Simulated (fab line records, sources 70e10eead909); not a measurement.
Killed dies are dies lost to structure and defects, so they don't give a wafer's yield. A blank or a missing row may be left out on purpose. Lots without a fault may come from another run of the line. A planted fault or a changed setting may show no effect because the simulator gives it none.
A struck lot beside a sound one | flow nand_harc | 24 steps out of a route of 1302
Sound: wafers L292.2, L292.4, L292.5. Struck: wafers L304.1, L304.2, L304.3. The cause comes at the end.
At each step with rows: each side's tool, then ch and its chambers, then its first start. Under that, the readings that differ: sound wafers | struck wafers | difference of the means | sigmas: that difference in standard deviations of wafers without a fault.
alike: readings whose means differ by less than 2 such deviations, and words and numbers that are the same on both sides. not compared: withheld readings, readings that some wafer has no value for, bounds like >300 that may hide the same value, and numbers for which the record gives no deviation and whose values overlap.
The two part at a step that has a row with sigmas, a row that says differs or no value, or rows on one side only. Numbers that don't overlap but have no deviation are shown without sigmas and don't part them. A reading that every wafer of one side lacks parts them only if that side has two wafers or more.

first, 1 step without rows for these wafers: NHARC_P_M0_SRD_25.
NHARC_P_M0_INSPECT_27:
  sound on defect_inspect-02, day 8 05:13; struck on defect_inspect-02, day 12 22:44
  alike: raw_defect_count
NHARC_P_M0_PRE_CLEAN_31: time 12 s.
  sound on pecvd-02 ch 0,1, day 8 05:16; struck on pecvd-02 ch 0,1,2, day 12 22:49
  alike: heater_power_w
NHARC_P_M0_DEP_32: deposits SiCN, target thk 30 nm.
  sound on pecvd-02 ch 0,1, day 8 05:21; struck on pecvd-02 ch 0,1,2, day 12 22:53
  alike: heater_power_w
then, 7 steps without rows for these wafers: NHARC_P_M1_DEP_00 (deposits SiOC, target thk 182.5 nm); NHARC_P_M1_DEHYDRATE_01 (time 120 s); NHARC_P_M1_HMDS_02 (time 30 s); NHARC_P_M1_COAT_34 (time 65 s); NHARC_P_M1_COAT_03 (resist thk 90 nm); NHARC_P_M1_SOFTBAKE_04 (time 55 s); NHARC_P_M1_EBR_05.
NHARC_P_M1_EXPOSE_06: exposes mask P M1, target cd 130 nm.
  sound on arfi_scanner-03 ch 0, day 8 06:28; struck on arfi_scanner-03 ch 0, day 12 23:59
  reading              | sound             | struck               | difference | sigmas
  exposure_dose_mJ_cm2 | 81.79 81.98 81.79 | 115.30 115.25 115.21 | +33.40     | +99 or more
  alike: mask
then, 2 steps without rows for these wafers: NHARC_P_M1_PEB_07 (peb time 65 s); NHARC_P_M1_DEVELOP_08 (develop time 35 s).
NHARC_P_M1_CD_MEAS_09: target cd 130 nm.
  sound on cd_sem-03 ch 0, day 8 06:37; struck on cd_sem-03 ch 0
  reading    | sound             | struck            | difference | sigmas
  cd_nm (nm) | 129.9 129.0 130.1 | 151.4 150.8 150.1 | +21.1      | +27
  not compared: hold
NHARC_P_M1_OVL_MEAS_10: pitch 260 nm.
  sound on overlay-02, day 8 06:41; struck on overlay-01, day 13 02:29
  reading           | sound       | struck                                                                     | difference                   | sigmas
  hold              | - - -       | await_dispo/2.1h/release await_dispo/2.1h/release await_dispo/2.1h/release | no value on the sound wafers |
  overlay_x_nm (nm) | 1.9 2.1 1.9 | 0.2 0.4 0.0                                                                | -1.8                         | -2
  alike: overlay_y_nm
NHARC_P_M1_INSPECT_11:
  sound on defect_inspect-01, day 8 06:44; struck on defect_inspect-02, day 13 02:31
  alike: raw_defect_count
NHARC_P_M1_DESCUM_14: chemistry O2, time 3 s.
  sound on rie_diel-12 ch 0,1,3, day 8 06:47; struck on rie_diel-12 ch 0,2,3, day 13 02:35
  reading               | sound             | struck            | difference | sigmas
  model.P_M1.cd_nm (nm) | 131.4 129.1 129.6 | 151.6 151.1 150.2 | +20.9      |
  alike: drypump_motor_current_A, oes_product_au, rf_vpp_V, showerhead_plenum_p_Torr, throttle_valve_pct
  not compared: rf_hours_counter_h
NHARC_P_M1_ETCH_35: etches the open film in N2/H2, target depth 40 nm, overetch 12 nm, time 43.94 s.
  sound on rie_diel-12 ch 1,2, day 8 06:53; struck on rie_diel-12 ch 0,1,3, day 13 02:40
  alike: drypump_motor_current_A, oes_product_au, rf_vpp_V, showerhead_plenum_p_Torr, throttle_valve_pct
  not compared: rf_hours_counter_h
NHARC_P_M1_ETCH_15: etches the open film in C4F8/Ar, target depth 182.5 nm, time 91.2 s.
  sound on rie_diel-12 ch 0,2,3; struck on rie_diel-12 ch 0,1,2
  alike: oes_product_au, rf_vpp_V
  not compared: rf_hours_counter_h
NHARC_P_M1_CD_MEAS_16:
  sound on cd_sem-02, day 8 07:06; struck on cd_sem-03, day 13 03:04
  reading    | sound             | struck            | difference | sigmas
  cd_nm (nm) | 130.5 128.6 129.3 | 150.9 150.6 149.8 | +21.0      | +19
  not compared: hold
NHARC_P_M1_STRIP_18: strips in N2/H2.
  sound on rie_diel-01 ch 0,1,3, day 8 07:12; struck on rie_diel-11 ch 1,2,3, day 13 05:49
  reading | sound | struck                                                                     | difference                   | sigmas
  hold    | - - - | await_dispo/2.7h/release await_dispo/2.7h/release await_dispo/2.7h/release | no value on the sound wafers |
  alike: drypump_motor_current_A, oes_product_au, rf_vpp_V, showerhead_plenum_p_Torr, throttle_valve_pct
  not compared: rf_hours_counter_h
NHARC_P_M1_ETCH_28: etches the open film in CF4/N2, target depth 30 nm, time 72.99 s.
  sound on rie_diel-01 ch 1,3; struck on rie_diel-11 ch 0,1,2
  reading               | sound           | struck            | difference | sigmas
  model.P_M1.cd_nm (nm) | 128.8 128 130.5 | 150.2 152.3 150.5 | +21.9      |
  alike: drypump_motor_current_A, oes_product_au, rf_vpp_V, showerhead_plenum_p_Torr, throttle_valve_pct
  not compared: rf_hours_counter_h
then, 1 step without rows for these wafers: NHARC_P_M1_STRIP_19 (strips in post etch residue remover, time 600 s).

WHERE THEY PART
First at NHARC_P_M1_EXPOSE_06; last, within this record, at NHARC_P_M1_STRIP_18. Later steps at which nothing parts them and some readings are alike: NHARC_P_M1_ETCH_28.

WHY: what the simulator had put in
Process parameter drift: arfi_scanner-03, from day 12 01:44 on, at NHARC_P_M1_EXPOSE_06. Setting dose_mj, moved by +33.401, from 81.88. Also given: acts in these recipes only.
